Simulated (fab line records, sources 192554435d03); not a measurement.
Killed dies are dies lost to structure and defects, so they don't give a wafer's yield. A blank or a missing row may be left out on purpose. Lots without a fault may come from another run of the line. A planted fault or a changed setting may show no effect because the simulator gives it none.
A struck lot beside a sound one | flow n5_finfet | 41 steps out of a route of 1938
Sound: wafers L579.4, L579.5, L579.6. Struck: wafers L570.1, L570.2, L570.4. The cause comes at the end.
At each step with rows: each side's tool, then ch and its chambers, then its first start. Under that, the readings that differ: sound wafers | struck wafers | difference of the means | sigmas: that difference in standard deviations of wafers without a fault.
alike: readings whose means differ by less than 2 such deviations, and words and numbers that are the same on both sides. not compared: withheld readings, readings that some wafer has no value for, bounds like >300 that may hide the same value, and numbers for which the record gives no deviation and whose values overlap.
The two part at a step that has a row with sigmas, a row that says differs or no value, or rows on one side only. Numbers that don't overlap but have no deviation are shown without sigmas and don't part them. A reading that every wafer of one side lacks parts them only if that side has two wafers or more.

first, 11 steps without rows for these wafers: N5_BEOL_M0_SAQP_MANDREL_ETCH_20 (etches a-Si in HBr/Cl2, stops on SiNx, target depth 60 nm, bt time 10 s, time 30 s); N5_BEOL_M0_SAQP_STRIP_86 (strips in N2/H2); N5_BEOL_M0_SAQP_STRIP_115 (strips in post etch residue remover, time 60 s); N5_BEOL_M0_SAQP_SRD_93 (time 30 s); N5_BEOL_M0_SAQP_RECESS_114 (chemistry HF/NH3, target SiO2, target depth 14.4 nm, afs cycles 3, sublimation time 60 s); N5_BEOL_M0_SAQP_SPACER1_ALD_98 (deposits SiO2, target thk 12.8 nm, pulse time 1 s, purge time 2 s); N5_BEOL_M0_SAQP_SPACER1_ETCHBACK_99 (etches SiO2 in CHF3/O2, target depth 15.4 nm, time 7.7 s); N5_BEOL_M0_SAQP_MANDREL1_REMOVE_100 (chemistry HBr/Cl2/O2, target a-Si, stops on SiNx, bt time 10 s); N5_BEOL_M0_SAQP_ETCH_101 (etches SiNx in CH3F/O2, target depth 29.9 nm, time 42.7 s); N5_BEOL_M0_SAQP_ETCH_102 (etches SiO2 in CF4, target depth 4 nm, time 4.4 s); N5_BEOL_M0_SAQP_MANDREL_ETCH_103 (etches a-Si in HBr/Cl2, stops on SiCN, target depth 45 nm, bt time 10 s, time 27 s).
N5_BEOL_M0_SAQP_RECESS_104: chemistry HF/NH3, target SiO2, target depth 18 nm, afs cycles 3, sublimation time 60 s.
  sound on vapor_etch-02 ch 0,1, day 9 16:32; struck on vapor_etch-02 ch 0,1, day 7 09:33
  alike: drypump_motor_current_A
then, 17 steps without rows for these wafers: N5_BEOL_M0_SAQP_COAT_105 (time 60 s, resist thk 100 nm); N5_BEOL_M0_SAQP_ETCH_106 (etches SOC in N2/H2, stops on SiNx, target depth 150 nm); N5_BEOL_M0_SAQP_ETCH_107 (etches SiNx in CH3F/O2, target depth 30 nm); N5_BEOL_M0_SAQP_STRIP_108 (strips in N2/H2); N5_BEOL_M0_SAQP_RECESS_109 (chemistry HF/NH3, target SiO2, target depth 3 nm, afs cycles 1, sublimation time 60 s); N5_BEOL_M0_SAQP_SPACER2_ALD_26 (deposits SiO2, target thk 15 nm, pulse time 1 s, purge time 2 s); N5_BEOL_M0_SAQP_SPACER2_ETCHBACK_27 (etches SiO2 in CHF3/O2, target depth 22.5 nm, time 11.25 s); N5_BEOL_M0_SAQP_MANDREL2_REMOVE_110 (chemistry HBr/Cl2/O2, target a-Si, stops on SiCN, bt time 10 s); N5_BEOL_M0_SAQP_COAT_69 (time 60 s, resist thk 90 nm); N5_BEOL_M0_SAQP_COAT_72 (time 60 s, resist thk 15 nm); N5_BEOL_M0_SAQP_COAT_87 (time 60 s, resist thk 5 nm); N5_BEOL_M0_SAQP_COAT_34 (resist thk 30 nm); N5_BEOL_M0_SAQP_EBR_36; N5_BEOL_M0_SAQP_SOFTBAKE_35 (time 60 s); N5_BEOL_M0_SAQP_EXPOSE_37 (exposes mask M0 CUT1, target cd 30 nm); N5_BEOL_M0_SAQP_PEB_38 (peb time 60 s); N5_BEOL_M0_SAQP_DEVELOP_39 (develop time 30 s).
N5_BEOL_M0_SAQP_INSPECT_42: inspects for defects (brightfield).
  sound on defect_inspect-01, day 9 18:53; struck on defect_inspect-02, day 7 11:31
  reading          | sound       | struck      | difference | sigmas
  raw_defect_count | 373 275 372 | 702 504 534 | +240       | +3
then, 8 steps without rows for these wafers: N5_BEOL_M0_SAQP_DESCUM_45 (chemistry O2, time 7 s); N5_BEOL_M0_SAQP_ETCH_88 (etches underlayer in N2/H2, target depth 6.5 nm, time 5.2 s); N5_BEOL_M0_SAQP_ETCH_73 (etches SiARC in CF4, target depth 19.5 nm, time 32.5 s); N5_BEOL_M0_SAQP_CUT_ETCH_46 (etches SOC in N2/H2, target depth 135 nm, overetch 27 nm, time 202.5 s); N5_BEOL_M0_SAQP_STRIP_74 (strips in N2/H2); N5_BEOL_M0_SAQP_STRIP_89 (strips in N2/H2); N5_BEOL_M0_SAQP_ALD_48 (deposits SiO2, target thk 20 nm, pulse time 1 s, co reactant pulse time 1 s); N5_BEOL_M0_SAQP_ETCH_49 (etches SiO2 in CF4/O2, target depth 37 nm).
N5_BEOL_M0_CUTY_INSPECT_59: inspects for defects (macro).
  sound on defect_inspect-01, day 9 20:19; struck on defect_inspect-01, day 7 12:56
  reading          | sound | struck      | difference | sigmas
  raw_defect_count | 5 1 0 | 249 263 267 | +258       | +99 or more
-- the record jumps here: 2 days lie between the struck wafers' starts before and after (it left off in module BEOL_M0_CUTY and takes up again in module BEOL_M4, whose first step shown is number 1111 of the route) --
N5_BEOL_M4_RC_MEAS_101:
  sound on prober-01 ch 0, day 12 00:11; struck on prober-02 ch 0, day 9 16:51
  reading        | sound             | struck            | difference | sigmas
  IOFF_N (nA/um) | 0.137 0.179 0.194 | 0.136 0.110 0.112 | -0.051     | -2
  IOFF_P (nA/um) | 0.21 0.25 0.27    | 0.18 0.14 0.14    | -0.09      | -3
  ION_P (uA/um)  | 459 467 476       | 458 447 448       | -16        | -2
  VT_N (mV)      | 251 247 247       | 251 257 255       | +6         | +2
  VT_P (mV)      | -250 -245 -247    | -255 -261 -258    | -11        | -3
  alike: DIBL_N, DIBL_P, ION_N, SS_N, SS_P
-- the record jumps here: 5 days lie between the struck wafers' starts before and after (it left off in module BEOL_M4 and takes up again in module PASSIVATION, whose first step shown is number 1936 of the route) --
N5_PASSIVATION_PROBE_49:
  the record has rows for the struck wafers here (prober-02, day 14 07:17) and none for the sound ones

WHERE THEY PART
First at N5_BEOL_M0_SAQP_INSPECT_42; last, within this record, at N5_PASSIVATION_PROBE_49.

WHY: what the simulator had put in
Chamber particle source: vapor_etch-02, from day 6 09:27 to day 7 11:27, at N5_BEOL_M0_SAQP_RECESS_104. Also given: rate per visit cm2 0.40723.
